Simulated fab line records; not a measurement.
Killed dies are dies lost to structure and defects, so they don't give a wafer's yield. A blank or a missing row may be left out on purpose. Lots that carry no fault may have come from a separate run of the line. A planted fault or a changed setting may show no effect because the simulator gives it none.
Split-lot trial | flow n5 finfet | route with 1938 steps; 7 lots, 39 wafers read

## ON THE SPLIT
At N5_ZERO_LAYER_PECVD_02 (deposits SiO2 from SiH4/N2O, target thk 10 nm, time 6 s), the setting time s was moved away from the recipe's 6 s on 12 of the 39 wafers read, by -37.5% to +39.6%. This setting was run at the recipe's value on the other wafers.

The reading is taken at the split's own step.

## THE READING
SiO2_of_ZERO_LAYER_PECVD_02.thk nm (the simulator's own value, which no gauge read), in nm, at N5_ZERO_LAYER_PECVD_02 (deposits SiO2 from SiH4/N2O, target thk 10 nm, time 6 s). There is no usual value for it anywhere in the file. Here, 27 wafers ran the recipe; their average is 9.915 nm with a standard deviation of 0.18 nm.

wafer  | tool, chamber at the split | time s as run, s | against the recipe | SiO2_of_ZERO_LAYER_PECVD_02.thk nm, nm | against lot-mates on the recipe
L076.1 | pecvd-01, 2                | 3.75             | -37.5%             | 6.366                                  | -3.681
L076.2 | pecvd-01, 1                | 6                | recipe             | 10.1                                   | -
L076.3 | pecvd-01, 0                | 3.75             | -37.5%             | 6.092                                  | -3.955
L076.4 | pecvd-01, 2                | 6                | recipe             | 10.17                                  | -
L076.5 | pecvd-01, 0                | 6                | recipe             | 9.871                                  | -
L076.6 | pecvd-01, 1                | 3.75             | -37.5%             | 6.293                                  | -3.754
L077.1 | pecvd-03, 2                | 6                | recipe             | 9.733                                  | -
L077.2 | pecvd-03, 0                | 6                | recipe             | 10.14                                  | -
L077.5 | pecvd-03, 0                | 6                | recipe             | 10.18                                  | -
L083.1 | pecvd-01, 1                | 6                | recipe             | 9.865                                  | -
L083.2 | pecvd-01, 2                | 6                | recipe             | 9.756                                  | -
L083.3 | pecvd-01, 0                | 6                | recipe             | 9.844                                  | -
L083.4 | pecvd-01, 2                | 6                | recipe             | 9.924                                  | -
L083.5 | pecvd-01, 1                | 6                | recipe             | 10.23                                  | -
L083.6 | pecvd-01, 0                | 6                | recipe             | 9.879                                  | -
L085.1 | pecvd-04, 0                | 7.364            | +22.7%             | 12.1                                   | +2.226
L085.2 | pecvd-04, 1                | 7.364            | +22.7%             | 12.26                                  | +2.386
L085.3 | pecvd-04, 2                | 6                | recipe             | 9.749                                  | -
L085.4 | pecvd-04, 0                | 6                | recipe             | 9.804                                  | -
L085.5 | pecvd-04, 2                | 6                | recipe             | 10.07                                  | -
L085.6 | pecvd-04, 1                | 7.364            | +22.7%             | 12.42                                  | +2.546
L087.1 | pecvd-04, 2                | 6                | recipe             | 9.952                                  | -
L087.2 | pecvd-04, 1                | 6                | recipe             | 9.978                                  | -
L087.3 | pecvd-04, 0                | 6                | recipe             | 9.788                                  | -
L087.4 | pecvd-04, 0,2              | 8.378            | +39.6%             | 14.01                                  | +4.104
L087.5 | pecvd-04, 0,2              | 8.378            | +39.6%             | 14.01                                  | +4.104
L087.6 | pecvd-04, 1                | 8.378            | +39.6%             | 14.13                                  | +4.224
L088.1 | pecvd-01, 2                | 6                | recipe             | 9.87                                   | -
L088.2 | pecvd-01, 1                | 6                | recipe             | 9.874                                  | -
L088.3 | pecvd-01, 0                | 6                | recipe             | 9.575                                  | -
L088.4 | pecvd-01, 1                | 6                | recipe             | 10.18                                  | -
L088.5 | pecvd-01, 0                | 6                | recipe             | 9.79                                   | -
L088.6 | pecvd-01, 2                | 6                | recipe             | 9.909                                  | -
L096.1 | pecvd-04, 1                | 8.13             | +35.5%             | 13.43                                  | +3.604
L096.2 | pecvd-04, 2                | 6                | recipe             | 9.54                                   | -
L096.3 | pecvd-04, 0                | 8.13             | +35.5%             | 13.22                                  | +3.394
L096.4 | pecvd-04, 2                | 6                | recipe             | 9.857                                  | -
L096.5 | pecvd-04, 0                | 6                | recipe             | 10.08                                  | -
L096.6 | pecvd-04, 1                | 8.13             | +35.5%             | 13.73                                  | +3.904
Where a row lists several chambers, the file gives one row for several wafers and doesn't say which wafer went through which chamber.

THE FIT
A straight line over all 39 wafers: SiO2_of_ZERO_LAYER_PECVD_02.thk nm changes by +0.101 nm for each +1% of time s; r = +1.00; the points scatter about the line by 0.18 nm.
The same after taking each lot's own level away (the mean of its wafers on the recipe; 39 wafers): +0.103 nm for each +1%; r = +1.00; scatter 0.16 nm.
On that fit, the largest move of time s shifts the reading by 4.1 nm.
From 9.8257 to 10.0470 nm: that is the span of the lots' own levels, equal to 1.2 times the standard deviation above.
The two slopes agree, so the slope changes little with the lot-to-lot level.
Check: with one of the wafers moved furthest among these (+39.6%) left out of the fit, the line predicts +4.09 nm for it against its lot-mates. Against them it came out at +4.1 nm.

## THE FILE'S OWN FIT
SiO2_of_ZERO_LAYER_PECVD_02.thk nm changes by +0.103 nm for each +1% of time s, r = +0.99.
